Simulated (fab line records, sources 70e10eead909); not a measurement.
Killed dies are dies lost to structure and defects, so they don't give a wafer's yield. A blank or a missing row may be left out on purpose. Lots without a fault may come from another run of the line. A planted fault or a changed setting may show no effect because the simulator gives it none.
fab line records | flow nand_harc
record lots=5 wafers=15 last_day=33
route steps=1302 shown P_CONTACT@217 END@1302
lots that met no fault: from a run of the same line without faults
start_h: hours from the record's first day to the start of the lot's first wafer shown | wait_h: hours since the lot's step before | " the same as in the row above | L1.1+2: a row that stands for several wafers | - no value, or no start given | * or withheld: withheld | < > ~ a bound
route shown NAME@n: a module of which the file shows steps, and the number in the route of the first | usual: mean/standard deviation of fault-free wafers | same: alike in all rows | chamber/n: place in a boat | sites: the reading at each site | _std_site: their standard deviation | _edge_site: outer sites' mean less inner sites' | radius_mm: how far each site lies from the wafer's centre | mask NAME#n: copy n | behind: the tool/chamber that last shaped the wafer | hold: why the lot was held/for how many hours/how that ended | device: the transistor (n, p or np) that didn't switch | end of line: the same wafers' tests at the end of the route | a step without rows: its recipe alone | killed: dies lost to structure and defects at the first sort, not the wafer's yield | map: a wafer's dies, x killed, . not, _ none there
set.NAME: the setting as run; set.NAME@STEP: as run at that earlier step | model.NAME: the simulator's own value behind a step, which no gauge read
lots at some steps of the route; a table a step, a row a wafer
services: from which hour (start_h, from the record's first day; less than 0 if before it) a tool's chamber was out of use, for how many hours, and why
## steps
# step NHARC_P_CONTACT_DEP_30
# recipe target_thk_a=300 temp_c=400 target_thk_nm=30 flow_sccm=200 rf_w=450 material=SiNx
# usual heater_power_w=803/100
# columns lot.wafer tool chamber start_h wait_h heater_power_w
L255.3 pecvd-04 1 166.94 0.1 811
L255.1 " 2 " " 1034
L255.4 " 2 " " 1009
L262.2 pecvd-01 0 233.58 0.1 759
L262.3 " 1 " " 740
L262.1 " 2 " " 787
L266.3 pecvd-02 2 275.23 0.1 649
L266.1 " 0 " " 911
L266.2 " 1 " " 820
L272.3 pecvd-04 1 334.62 0.1 714
L272.1 " 2 " " 990
L272.6 " 2 " " 1016
L273.2 pecvd-04 2 343.40 0.1 1018
L273.6 " 0 " " 750
L273.4 " 1 " " 815
# step NHARC_P_CONTACT_DEP_00
# recipe target_thk_a=5000 temp_c=400 pressure_torr=6.5 rf_w=900 teos_flow_sccm=161.4 flow_sccm=2650 target_thk_nm=500 gas=O2 material=SiO2
# usual heater_power_w=636/110 showerhead_vpp_V=1903/83 throttle_valve_pct=16.2/0.49
# columns lot.wafer tool chamber start_h wait_h heater_power_w showerhead_vpp_V throttle_valve_pct
L255.3 pecvd-04 1 - - 560 1662 16.1
L255.1 " 2 " " 846 1906 16.0
L255.4 " 2 " " 854 1931 16.0
L262.2 pecvd-01 0 - - 523 1902 15.9
L262.3 " 1 " " 536 1910 16.3
L262.1 " 2 " " 654 2011 16.0
L266.3 pecvd-02 2 - - 543 1930 15.7
L266.1 " 0 " " 698 1880 16.8
L266.2 " 1 " " 609 1881 16.8
L272.3 pecvd-04 1 - - 569 1686 16.4
L272.1 " 2 " " 702 1950 15.2
L272.6 " 2 " " 761 1945 15.2
L273.2 pecvd-04 2 - - 782 1922 15.4
L273.6 " 0 " " 498 1916 16.1
L273.4 " 1 " " 568 1681 16.3
# step NHARC_P_CONTACT_CMP_01
# recipe target_thk_nm=200 material=SiO2
# usual motor_current_A=11.6/1.2
# columns lot.wafer tool chamber start_h wait_h motor_current_A
L255.3 cmp-03 1 167.65 - 10.4
L255.1 " 3 " " 11.9
L255.4 " 0 " " 12.2
L262.3 cmp-04 0 234.28 - 11.6
L262.1 " 1 " " 10.8
L262.2 " 2 " " 9.5
L266.3 cmp-04 1 275.93 - 11.0
L266.1 " 3 " " 13.7
L266.2 " 0 " " 11.6
L272.1 cmp-03 0 335.29 - 12.2
L272.3 " 1 " " 11.1
L272.6 " 0 " " 12.4
L273.4 cmp-02 2 344.06 - 10.9
L273.2 " 0 " " 13.6
L273.6 " 1 " " 12.0
# step NHARC_P_CONTACT_SRD_03
# step NHARC_P_CONTACT_DEHYDRATE_04
# recipe temp_c=150 time_s=120
# step NHARC_P_CONTACT_HMDS_05
# recipe time_s=30
# step NHARC_P_CONTACT_COAT_33
# recipe temp_c=260 time_s=75
# step NHARC_P_CONTACT_COAT_34
# recipe temp_c=225 time_s=65
# step NHARC_P_CONTACT_COAT_06
# recipe spin_rpm=1500 resist_thk_nm=90
# step NHARC_P_CONTACT_SOFTBAKE_07
# recipe temp_c=105 time_s=55
# step NHARC_P_CONTACT_EBR_08
# step NHARC_P_CONTACT_EXPOSE_09
# recipe na=1.35 target_cd_nm=90 dose_mj=81.26 mask_id=P_CA
# columns lot.wafer tool chamber start_h wait_h mask
L255.1+3+4 arfi_scanner-01 0 168.35 - P_CA#0
L262.1+2+3 arfi_scanner-03 0 234.97 - P_CA_R1#0
L266.1+2+3 arfi_scanner-02 0 276.50 - P_CA#0
L272.1+3+6 arfi_scanner-03 0 335.85 - P_CA#0
L273.2+4+6 arfi_scanner-01 0 344.73 - P_CA#0
# step NHARC_P_CONTACT_PEB_10
# recipe peb_temp_c=100 peb_time_s=65
# step NHARC_P_CONTACT_DEVELOP_11
# recipe develop_time_s=35 dev_temp_c=23
# step NHARC_P_CONTACT_CD_MEAS_12
# recipe target_cd_nm=90 landing_energy_ev=500
# usual cd_nm=89.7/0.84
# columns lot.wafer tool chamber start_h wait_h hold cd_nm
L255.1 cd_sem-03 0 168.49 - - 88.3
L255.3 " 0 " " - 89.0
L255.4 " 0 " " - 88.7
L262.1 cd_sem-01 0 235.12 - await_dispo/0.2h/release 86.1
L262.2 " 0 " " await_dispo/0.2h/release 86.0
L262.3 " 0 " " await_dispo/0.2h/release 87.2
L262.1 cd_sem-01 0 - - - 86.1
L262.2 " 0 " " - 85.6
L262.3 " 0 " " - 86.9
L266.1 cd_sem-01 0 276.64 - - 90.6
L266.2 " 0 " " - 89.6
L266.3 " 0 " " - 89.5
L272.1 cd_sem-01 0 335.99 - - 88.9
L272.3 " 0 " " - 88.4
L272.6 " 0 " " - 89.9
L273.2 cd_sem-02 0 344.87 - - 91.0
L273.4 " 0 " " - 90.5
L273.6 " 0 " " - 90.9
# step NHARC_P_CONTACT_OVL_MEAS_13
# usual overlay_x_nm=-0.1/0.72 overlay_y_nm=0.1/0.76
# columns lot.wafer tool chamber start_h wait_h hold overlay_x_nm overlay_y_nm
L255.1 overlay-01 - 168.57 - - -0.4 -1.2
L255.3 " - " " - 0.0 -1.4
L255.4 " - " " - -0.8 -0.7
L262.1 overlay-02 - 239.59 - await_dispo/4.2h/release 0.3 0.2
L262.2 " - " " await_dispo/4.2h/release -0.2 -0.3
L262.3 " - " " await_dispo/4.2h/release 0.8 0.0
L266.1 overlay-01 - 276.73 - - -0.1 0.2
L266.2 " - " " - -0.6 0.6
L266.3 " - " " - -0.7 0.2
L272.1 overlay-01 - 336.08 - - 0.9 0.8
L272.3 " - " " - 0.3 0.1
L272.6 " - " " - 0.2 -0.3
L273.2 overlay-01 - 344.95 - - 0.0 1.2
L273.4 " - " " - 0.6 1.0
L273.6 " - " " - 0.0 1.5
# step NHARC_P_CONTACT_INSPECT_14
# usual raw_defect_count=4.2/2.5
# columns lot.wafer tool chamber start_h wait_h raw_defect_count
L255.1 defect_inspect-02 - 168.61 0.0 4
L255.3 " - " " 8
L255.4 " - " " 4
L262.1 defect_inspect-02 - 239.62 0.0 5
L262.2 " - " " 3
L262.3 " - " " 5
L266.1 defect_inspect-01 - 276.77 0.0 3
L266.2 " - " " 3
L266.3 " - " " 3
L272.1 defect_inspect-02 - 336.12 0.0 8
L272.3 " - " " 3
L272.6 " - " " 4
L273.2 defect_inspect-01 - 344.99 0.0 5
L273.4 " - " " 9
L273.6 " - " " 7
# step NHARC_P_CONTACT_DESCUM_17
# recipe time_s=3 o2_flow_sccm=200 ar_flow_sccm=0 bias_power_w=0 chemistry=O2
# usual drypump_motor_current_A=5.8/0.39 oes_product_au=1.003/0.012 rf_vpp_V=58.0/0.88 showerhead_plenum_p_Torr=1.98/0.066 throttle_valve_pct=11.311/0.0094
# same time_s=3
# columns lot.wafer tool chamber start_h wait_h drypump_motor_current_A oes_product_au rf_hours_counter_h rf_vpp_V showerhead_plenum_p_Torr throttle_valve_pct model.P_CONTACT.cd_nm
L255.4 rie_diel-06 1 168.67 0.1 5.9 1.010 0.4 58.5 1.86 11.324 87.97
L255.3 " 2 " " 6.0 1.004 0.4 57.4 1.99 11.330 88.78
L255.1 " 3 " " 5.4 1.019 0.4 57.0 1.97 11.318 87.14
L262.2 rie_diel-04 1 239.68 0.1 5.3 0.982 2.7 58.4 2.02 11.312 85.31
L262.3 " 2 " " 5.2 1.013 2.5 59.4 2.06 11.312 86.12
L262.1 " 0 " " 6.3 1.002 2.5 57.3 2.02 11.308 86.55
L266.2 rie_diel-05 1 276.83 0.1 5.7 0.989 0.8 56.7 1.94 11.324 90.77
L266.3 " 2 " " 5.0 0.984 0.9 58.6 2.00 11.315 89.46
L266.1 " 3 " " 5.9 0.986 0.8 58.5 2.00 11.314 91.05
L272.3 rie_diel-04 3 336.19 0.1 6.1 0.997 8.2 57.5 1.99 11.313 89
L272.1 " 0 " " 6.3 1.013 8.9 58.1 2.02 11.307 89.46
L272.6 " 3 " " 6.2 1.011 - 57.1 1.99 11.328 90.37
L273.4 rie_diel-06 3 345.06 0.1 5.4 1.008 0.5 58.2 1.97 11.325 90.28
L273.2 " 0 " " 5.8 0.995 0.6 57.0 1.82 11.300 91.09
L273.6 " 3 " " 5.5 1.014 - 58.8 1.97 11.320 90.92
# step NHARC_P_CONTACT_ETCH_35
# recipe target_depth_a=390 over_etch_frac=0.3 time_s=65 ion_energy_ev=80 cf4_flow_sccm=150 ar_flow_sccm=0 rf_w=300 bias_w=100 chemistry=CF4
# usual drypump_motor_current_A=5.7/0.39 oes_product_au=1.003/0.011 rf_vpp_V=151.9/1.1 showerhead_plenum_p_Torr=1.82/0.06 throttle_valve_pct=13.285/0.0087
# same time_s=65
# columns lot.wafer tool chamber start_h wait_h drypump_motor_current_A oes_product_au rf_hours_counter_h rf_vpp_V showerhead_plenum_p_Torr throttle_valve_pct
L255.4 rie_diel-06 2 168.76 0.1 6.0 1.011 0.4 152.4 1.83 13.279
L255.1 " 3 " " 5.4 1.010 0.4 152.1 1.82 13.298
L255.3 " 0 " " 5.7 1.002 0.4 150.7 1.69 13.281
L262.2 rie_diel-04 3 239.78 0.1 6.1 1.009 2.4 151.7 1.84 13.299
L262.3 " 0 " " 6.3 1.004 2.6 152.0 1.86 13.287
L262.1 " 1 " " 5.3 0.988 2.7 152.5 1.86 13.284
L266.3 rie_diel-05 3 276.92 0.1 5.9 0.990 0.8 153.1 1.85 13.292
L266.1 " 0 " " 6.1 0.979 0.7 151.3 1.85 13.285
L266.2 " 2 " " 5.1 0.994 0.9 152.4 1.85 13.291
L272.3 rie_diel-04 0 336.27 0.1 6.3 0.996 8.9 152.8 1.86 13.283
L272.1 " 1 " " 5.3 0.998 8.9 151.0 1.86 13.310
L272.6 " 0 " " 6.3 1.009 - 153.9 1.86 13.282
L273.2 rie_diel-06 0 345.13 0.1 5.8 0.999 0.6 151.5 1.69 13.268
L273.4 " 3 " " 5.4 1.011 0.5 149.7 1.81 13.289
L273.6 " 1 " " 5.9 1.000 - 150.8 1.72 13.274
# step NHARC_P_CONTACT_ETCH_36
# recipe target_depth_a=2600 over_etch_frac=0.25 time_s=406.25 ion_energy_ev=200 n2_flow_sccm=150 h2_flow_sccm=150 ar_flow_sccm=0 rf_w=400 bias_w=150 chemistry=N2/H2
# step NHARC_P_CONTACT_ETCH_18
# recipe target_depth_a=4810 time_s=240.5 c4f8_flow_sccm=20 o2_flow_sccm=10 ar_flow_sccm=withheld rf_w=600 bias_w=1500 chemistry=C4F8/O2/Ar
# usual oes_product_au=0.953/0.021 rf_vpp_V=982/4.7
# same time_s=240.5
# columns lot.wafer tool chamber start_h wait_h oes_product_au rf_hours_counter_h rf_vpp_V
L255.3 rie_diel-06 3 - - 0.982 0.7 981
L255.4 " 1 " " 0.976 0.6 976
L255.1 " 2 " " 0.964 0.7 984
L262.3 rie_diel-04 2 - - 0.940 2.7 988
L262.2 " 3 " " 0.923 2.7 984
L262.1 " 0 " " 0.938 2.8 986
L266.1 rie_diel-05 3 - - 0.970 1.1 984
L266.2 " 0 " " 0.967 1.0 984
L266.3 " 1 " " 0.959 1.0 981
L272.1 rie_diel-04 2 - - 0.937 8.4 988
L272.3 " 0 " " 0.924 9.2 984
L272.6 " 1 " " 0.921 - 986
L273.2 rie_diel-06 0 - - 0.927 0.9 972
L273.4 " 3 " " 0.940 0.8 982
L273.6 " 0 " " 0.925 - 972
# step NHARC_P_CONTACT_STRIP_37
# recipe c4f8_flow_sccm=withheld o2_flow_sccm=8 ar_flow_sccm=withheld bias_w=0 chemistry=C4F8/O2/Ar
# step NHARC_P_CONTACT_ETCH_31
# recipe target_depth_a=300 time_s=85.7 ion_energy_ev=120 over_etch_frac=1 ch3f_flow_sccm=50 o2_flow_sccm=30 ar_flow_sccm=200 rf_w=500 bias_w=100 chemistry=CH3F/O2
# usual ch3f_flow_sccm=49.99/0.16 drypump_motor_current_A=5.7/0.39 oes_product_au=0.976/0.015 rf_vpp_V=245.3/1.5 showerhead_plenum_p_Torr=2.53/0.084 throttle_valve_pct=20.664/0.01
# same time_s=85.7
# columns lot.wafer tool chamber start_h wait_h ch3f_flow_sccm drypump_motor_current_A oes_product_au rf_hours_counter_h rf_vpp_V showerhead_plenum_p_Torr throttle_valve_pct model.P_CONTACT.cd_nm
L255.1 rie_diel-06 2 - - 50.29 6.0 0.985 0.7 248.1 2.55 20.671 86.61
L255.3 " 3 " " 49.72 5.4 0.983 0.8 244.3 2.53 20.676 88.24
L255.4 " 0 " " 50.04 5.8 0.987 0.6 243.4 2.35 20.672 88.53
L262.2 rie_diel-04 3 - - 50.20 6.2 0.958 2.8 244.4 2.56 20.650 87.32
L262.1 " 0 " " 49.80 6.3 0.959 2.9 248.0 2.59 20.660 86.57
L262.3 " 2 " " 50.06 5.2 0.952 2.8 246.6 2.64 20.672 85.74
L266.1 rie_diel-05 3 - - 49.94 5.9 0.991 1.2 245.1 2.57 20.661 87.84
L266.2 " 0 " " 50.11 6.1 0.989 1.1 247.6 2.57 20.673 91.13
L266.3 " 1 " " 50.02 5.7 0.973 1.0 246.0 2.49 20.658 89.74
L272.1 rie_diel-04 2 - - 50.01 5.2 0.986 8.5 245.8 2.63 20.657 90.25
L272.3 " 3 " " 49.96 6.2 0.955 8.6 245.4 2.56 20.675 89.2
L272.6 " 2 " " 50.08 5.2 0.978 - 247.1 2.64 20.664 88.23
L273.2 rie_diel-06 1 - - 50.02 6.0 0.969 0.7 242.4 2.39 20.653 90.09
L273.4 " 3 " " 49.95 5.4 0.969 0.8 244.0 2.52 20.665 93.32
L273.6 " 2 " " 50.29 6.0 0.972 - 244.3 2.55 20.657 89.98
# step NHARC_P_CONTACT_CD_MEAS_19
# usual cd_nm=89.6/1.6
# columns lot.wafer tool chamber start_h wait_h cd_nm
L255.1 cd_sem-03 - 169.54 - 86.7
L255.3 " - " " 88.3
L255.4 " - " " 88.4
L262.1 cd_sem-01 - 240.56 - 86.8
L262.2 " - " " 87.4
L262.3 " - " " 85.8
L266.1 cd_sem-03 - 277.70 - 88.1
L266.2 " - " " 91.3
L266.3 " - " " 89.5
L272.1 cd_sem-03 - 337.05 - 90.6
L272.3 " - " " 89.3
L272.6 " - " " 88.4
L273.2 cd_sem-02 - 345.92 - 90.1
L273.4 " - " " 93.4
L273.6 " - " " 90.2
# step NHARC_END_SORT_01
# recipe temp_c=25
# usual killed_at_array=53/20 killed_at_other=1/1.2 killed_at_periphery=3.7/2.6 killed_dies=58/20 killed_open=3.5/1.8 killed_short=2.4/1.7
# same gross_dies=677
# columns lot.wafer tool chamber start_h wait_h killed_at_array killed_at_other killed_at_periphery killed_dies killed_open killed_short
L262.3 prober-01 0 677.80 3.1 80 1 4 85 1 1
# killed by level:class
L262.3 A_CHANNEL_HOLE_D1:chamber_film_flake=39 A_SLIT:chamber_film_flake=27 A_CONTACT:chamber_film_flake=7 A_BLC:chamber_film_flake=5 P_GATE:chamber_film_flake=2 P_M0:geometric_particle:short=1 A_ONON_D1:geometric_particle:open=1 P_BONDPAD:chamber_film_flake=1
## services
# columns tool chamber start_h hours kind
cmp-03 - 154.96 0.6 repair
cmp-03 - 160.10 0.6 repair
cmp-03 - 162.00 4.0 pm
pecvd-04 - 170.94 0.5 repair
rie_diel-04 - 177.90 9.0 pm
cmp-03 - 181.87 18.9 repair
rie_diel-05 0 191.39 7.6 repair
cmp-04 - 193.07 0.4 repair
arfi_scanner-03 - 196.00 4.0 pm
cmp-04 - 209.00 4.0 pm
rie_diel-05 2 216.10 4.1 repair
pecvd-02 - 227.00 13.0 pm
rie_diel-05 - 229.60 9.0 pm
arfi_scanner-03 - 231.04 0.8 repair
pecvd-01 - 240.54 1.0 repair
rie_diel-04 2 243.87 2.0 repair
rie_diel-04 - 245.64 0.2 repair
cmp-03 - 254.42 0.3 repair
pecvd-04 - 269.15 13.0 pm
rie_diel-05 3 269.60 3.9 repair
rie_diel-06 1 286.58 8.5 repair
rie_diel-06 - 307.20 9.0 pm
rie_diel-06 3 329.27 9.6 repair
rie_diel-06 1 337.95 5.8 repair
## key
first_sign step=NHARC_P_CONTACT_EXPOSE_09 reading=mask direction=changed
effect step=NHARC_P_CONTACT_CD_MEAS_12 reading=visit direction=added
model_effect step=NHARC_P_CONTACT_DESCUM_17 value=P_CONTACT.cd_nm without=89.55 struck=85.99
model_effect step=NHARC_P_CONTACT_ETCH_31 value=P_CONTACT.cd_nm without=90.17 struck=86.54
met_at NHARC_P_CONTACT_EXPOSE_09
struck_wafers L262.1,L262.2,L262.3
tester_left_out L262
fault kind=wrong_mask tool=any chamber=- onset_h=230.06 steps=NHARC_P_CONTACT_EXPOSE_09 aux_copy=P_CA_R1#0 cd_offset_nm=-3.5676 scope=struck_lots_only
# tester_left_out: of these lots the tester's yield and bins aren't shown, on N5 and GAA mostly nor the transistor test; their killed dies are dies lost to structure and defects alone, not to doping, threshold or leakage, so they don't give the yield
